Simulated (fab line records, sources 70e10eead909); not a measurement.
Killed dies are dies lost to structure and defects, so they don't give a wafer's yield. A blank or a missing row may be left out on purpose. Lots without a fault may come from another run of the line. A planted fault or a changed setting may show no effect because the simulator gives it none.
Which tool did it? | flow nand_harc | 6 lots, 17 wafers sampled, at 5 steps of a route of 1159

WHAT THE GAUGES READ, wafer by wafer
NHARC_END_SORT_01.
lot  | measured     | on        | killed_at_array
L668 | day 23 12:43 | prober-01 | 32 450 29
L674 | day 24 16:13 | prober-01 | 453 29

WHICH TOOL RAN EACH LOT (tool, then ch and the chambers of the sampled wafers, then the start)
lot  | NHARC_A_STAIRCASE_TRIM_12          | NHARC_A_STAIRCASE_ETCH_19                     | NHARC_A_STAIRCASE_TRIM_24                     | NHARC_A_STAIRCASE_ETCH_25
L661 | rie_diel-06 ch 0,2,3, day 11 12:23 | rie_diel-06 ch 0,2, day 11 14:02 or earlier   | rie_diel-06 ch 0,2,3, day 11 14:02 or earlier | rie_diel-06 ch 0,2,3, day 11 14:02
L663 | rie_diel-02 ch 0,1, day 12 12:56   | rie_diel-02 ch 0,2, day 12 14:36 or earlier   | rie_diel-02 ch 0,1,2, day 12 14:36 or earlier | rie_diel-02 ch 0,2,3, day 12 14:36
L666 | rie_diel-06 ch 0,3, day 13 07:11   | rie_diel-06 ch 0,2,3, day 13 08:58 or earlier | rie_diel-02 ch 0,2,3, day 13 08:58 or earlier | rie_diel-02 ch 0,1,2, day 13 08:58
L668 | rie_diel-06 ch 0,3, day 14 16:47   | rie_diel-06 ch 1,3, day 14 18:58 or earlier   | rie_diel-06 ch 0,1, day 14 18:58 or earlier   | rie_diel-06 ch 0,1,3, day 14 18:58
L674 | rie_diel-06 ch 0,2, day 15 05:27   | rie_diel-06 ch 0,3, day 15 07:45 or earlier   | rie_diel-06 ch 1,3, day 15 07:45 or earlier   | rie_diel-06 ch 1,2, day 15 07:45
L677 | rie_diel-02 ch 0,2,3, day 16 03:14 | rie_diel-02 ch 2,3, day 16 05:17 or earlier   | rie_diel-02 ch 0,3, day 16 05:17 or earlier   | rie_diel-02 ch 0,1, day 16 05:17
- NHARC_A_STAIRCASE_TRIM_12: chemistry O2, time 211.2 s.
- NHARC_A_STAIRCASE_ETCH_19: etches the open film in C4F8/O2, target depth 100 nm, time 40.5 s.
- NHARC_A_STAIRCASE_TRIM_24: chemistry O2, time 211.2 s.
- NHARC_A_STAIRCASE_ETCH_25: etches the open film in C4F8/O2, target depth 100 nm, time 40.5 s.

THE ANSWER, worked out from the rows above alone
Rule: what is usual is taken from the lots themselves. Put in order of their means at a reading, lots are off if they are a third of the lots or fewer, leave a main group of 4 or more, and stand apart from it by a gap of 3 or more times the standard deviation of the main group's means; of several such gaps the widest counts. A main group whose means are all the same, to the digits that the tables above print for the reading, isn't used. A lot without any number at a reading at which 4 lots or more have one is off too. The other lots that the step has rows for count as sound.
No lot is off at any reading shown: from this, nothing can be told.

WHAT THE SIMULATOR HAD PUT IN
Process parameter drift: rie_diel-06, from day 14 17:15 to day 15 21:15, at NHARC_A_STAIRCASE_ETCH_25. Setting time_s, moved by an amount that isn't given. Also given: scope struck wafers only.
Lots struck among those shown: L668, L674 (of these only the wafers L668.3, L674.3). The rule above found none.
